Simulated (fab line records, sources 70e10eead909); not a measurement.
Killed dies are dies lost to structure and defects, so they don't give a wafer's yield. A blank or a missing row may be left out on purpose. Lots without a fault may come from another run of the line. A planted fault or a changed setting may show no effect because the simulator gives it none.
Chamber matching | flow nand_harc | NHARC_A_STAIRCASE_ALD_420 on ald_hk-04: 4 sister chambers
The step deposits SiO2, target thk 20 nm, pulse time 6 s, ald cycles 200. 8 wafers are shown with their chamber, then 7 later ones without.

WAFERS WITH THEIR CHAMBER
wafer  | chamber | heater_power_w (W) | precursor_pulse_height_rel
L076.2 | 1       | 585                | 1.013
L085.4 | 0       | 482                | 1.002
L085.6 | 3       | 458                | 1.024
L087.3 | 2       | 437                | 1.006
L087.4 | 0       | 464                | 0.990
L087.6 | 2       | 437                | 1.026
L088.2 | 1       | 563                | 1.024
L088.3 | 3       | 472                | 1.018

WAFERS WITHOUT THEIR CHAMBER
wafer  | heater_power_w (W) | precursor_pulse_height_rel
L088.5 | 473                | 1.007
L093.1 | 444                | 1.006
L093.2 | 472                | 0.981
L093.5 | 468                | 1.015
L097.1 | 436                | 1.014
L097.3 | 547                | 1.016
L097.5 | 554                | 0.996

WHICH CHAMBER EACH WENT THROUGH
wafer  | from the rows above          | in truth
L088.5 | can't be placed: 0 or 3      | 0
L093.1 | can't be placed: 2 or 3 or 0 | 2
L093.2 | 0                            | 0
L093.5 | can't be placed: 3 or 0      | 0
L097.1 | 2                            | 2
L097.3 | 1                            | 1
L097.5 | 1                            | 1
Placed correctly: 4 of 7. Can't be placed from these rows: 3 (the true chamber is among the candidates in 3). Placed wrongly: 0.
How it was worked out, from the rows above alone: a wafer's distance from a chamber is the root of the sum, over the readings, of the square of ((its reading less the chamber's mean) divided by the reading's scatter). The wafer belongs to the nearest chamber; if the next one is less than 2 further off, it can't be placed. A chamber's mean is the mean of its shown wafers. The scatter: the root of (the sum of the squares of (reading less its chamber's mean) over the shown wafers, divided by (wafers less chambers)).
